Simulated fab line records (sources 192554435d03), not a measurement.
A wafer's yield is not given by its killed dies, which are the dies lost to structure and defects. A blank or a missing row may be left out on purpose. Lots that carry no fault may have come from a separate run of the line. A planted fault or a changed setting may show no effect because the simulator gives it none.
Matching of chambers    flow n5_finfet    4 sister chambers for N5_BEOL_M15_STRIP_36 on rie_diel-04
The step strips in O2. 8 wafers are shown with their chamber, then 9 later ones without.

## WAFERS, EACH WITH ITS CHAMBER
wafer   chamber  drypump_motor_current_A (A)  showerhead_plenum_p_Torr (Torr)
L078.1  2        4.9                          2.14
L079.3  3        5.0                          2.09
L079.6  1        6.2                          2.26
L089.3  2        4.9                          2.13
L089.6  1        6.1                          2.25
L087.1  0        5.3                          2.24
L087.3  3        5.0                          2.08
L087.5  0        5.3                          2.24

## WAFERS MISSING THEIR CHAMBER
wafer   drypump_motor_current_A (A)  showerhead_plenum_p_Torr (Torr)
L093.1  6.2                          2.25
L093.4  5.3                          2.24
L093.5  5.2                          2.24
L095.1  6.2                          2.25
L095.3  4.9                          2.12
L095.4  5.0                          2.08
L097.1  4.9                          2.12
L097.2  6.2                          2.25
L097.5  5.0                          2.08

## CHAMBER TAKEN BY EACH
wafer   from the rows above  in truth
L093.1  1                    1
L093.4  0                    0
L093.5  0                    0
L095.1  1                    1
L095.3  2                    2
L095.4  3                    3
L097.1  2                    2
L097.2  1                    1
L097.5  3                    3
9 of 9 placed correctly. Number that these rows cannot place: 0. Number placed wrongly: 0.
How it was worked out, from the rows above alone: a wafer's distance from a chamber is the root of the sum, over the readings, of the square of ((its reading less the chamber's mean) divided by the reading's scatter). If the next closest chamber is less than 2 further off than the closest, the wafer can't be placed; otherwise it belongs to the closest. A chamber's mean is the mean of its shown wafers. How the scatter is found: for the shown wafers, subtract from each reading the mean of its chamber, square and add these, divide the total by (wafers less chambers), then take the root.
